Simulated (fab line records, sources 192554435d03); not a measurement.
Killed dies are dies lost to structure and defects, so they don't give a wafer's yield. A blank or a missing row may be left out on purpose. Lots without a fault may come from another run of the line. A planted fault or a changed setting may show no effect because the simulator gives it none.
A struck lot beside a sound one | flow n5_finfet | 15 steps out of a route of 1938
Sound: wafers L422.1, L422.3, L422.6. Struck: wafers L413.2, L413.3, L413.4. The cause comes at the end.
At each step with rows: each side's tool, then ch and its chambers, then its first start. Under that, the readings that differ: sound wafers | struck wafers | difference of the means | sigmas: that difference in standard deviations of wafers without a fault.
alike: readings whose means differ by less than 2 such deviations, and words and numbers that are the same on both sides. not compared: withheld readings, readings that some wafer has no value for, bounds like >300 that may hide the same value, and numbers for which the record gives no deviation and whose values overlap.
The two part at a step that has a row with sigmas, a row that says differs or no value, or rows on one side only. Numbers that don't overlap but have no deviation are shown without sigmas and don't part them. A reading that every wafer of one side lacks parts them only if that side has two wafers or more.

first, 8 steps without rows for these wafers: N5_ZERO_LAYER_HMDS_04 (time 60 s); N5_ZERO_LAYER_COAT_05 (resist thk 1000 nm); N5_ZERO_LAYER_EBR_07; N5_ZERO_LAYER_SOFTBAKE_06 (time 90 s); N5_ZERO_LAYER_EXPOSE_08 (exposes mask ZERO, defocus 0 nm, target cd 2000 nm); N5_ZERO_LAYER_PEB_09; N5_ZERO_LAYER_DEVELOP_10 (develop time 60 s); N5_ZERO_LAYER_HARDBAKE_23 (time 120 s).
N5_ZERO_LAYER_CD_MEAS_11: target cd 2000 nm.
  sound on cd_sem-01 ch 0, day 7 00:46; struck on cd_sem-03 ch 0, day 4 18:46
  alike: cd_nm
N5_ZERO_LAYER_DESCUM_16: chemistry O2, time 7.9 s.
  sound on rie_diel-03 ch 1,2,3, day 7 00:48; struck on rie_diel-06 ch 1,2,3, day 4 18:55
  alike: bias_power_w, drypump_motor_current_A, oes_product_au, rf_vpp_V, showerhead_plenum_p_Torr, throttle_valve_pct
  not compared: rf_hours_counter_h
N5_ZERO_LAYER_ETCH_17: etches SiO2 in CF4, target depth 12 nm, time 13.3 s.
  sound on rie_diel-03 ch 1,2,3, day 7 00:50; struck on rie_diel-06 ch 1,2,3, day 4 18:57
  alike: drypump_motor_current_A, oes_product_au, rf_vpp_V, showerhead_plenum_p_Torr, throttle_valve_pct
  not compared: rf_hours_counter_h
N5_ZERO_LAYER_ETCH_18: etches Si in HBr/Cl2, target depth 120 nm, time 40 s.
  sound on rie_si-02 ch 1,2,3, day 7 00:55; struck on rie_si-01 ch 1,2,3, day 4 19:02
  alike: drypump_motor_current_A, oes_product_au, throttle_valve_pct
  not compared: rf_hours_counter_h
N5_ZERO_LAYER_STRIP_24: strips in O2.
  sound on plasma_asher-02 ch 0,1, day 7 01:01; struck on plasma_asher-01 ch 0,1, day 4 19:08
  no value came back on the struck wafers for any of 5 readings (chamber_pressure_mTorr (mTorr), drypump_motor_current_A (A) and others); on the sound wafers chamber_pressure_mTorr (mTorr) reads 999.5 998.9 1000.3
  reading                                      | sound | struck            | difference | sigmas
  model.coat_of_ZERO_LAYER_COAT_05.thk_nm (nm) | 0 0 0 | 928.9 929.1 929.1 | +929.0     |
  not compared: rf_hours_counter_h
then, 1 step without rows for these wafers: N5_ZERO_LAYER_STRIP_19 (strips in SPM, time 900 s).
-- the record jumps here: 7 days lie between the struck wafers' starts before and after (it left off in module ZERO_LAYER and takes up again in module BEOL_M4, whose first step shown is number 1111 of the route) --
N5_BEOL_M4_RC_MEAS_101:
  sound on prober-02 ch 0, day 13 13:01; struck on prober-01 ch 0, day 11 15:42
  alike: DIBL_N, DIBL_P, IOFF_N, IOFF_P, ION_N, ION_P, SS_N, SS_P, VT_N, VT_P

WHERE THEY PART
Only at N5_ZERO_LAYER_STRIP_24, within this record. Later steps at which nothing parts them and some readings are alike: N5_BEOL_M4_RC_MEAS_101.

WHY: what the simulator had put in
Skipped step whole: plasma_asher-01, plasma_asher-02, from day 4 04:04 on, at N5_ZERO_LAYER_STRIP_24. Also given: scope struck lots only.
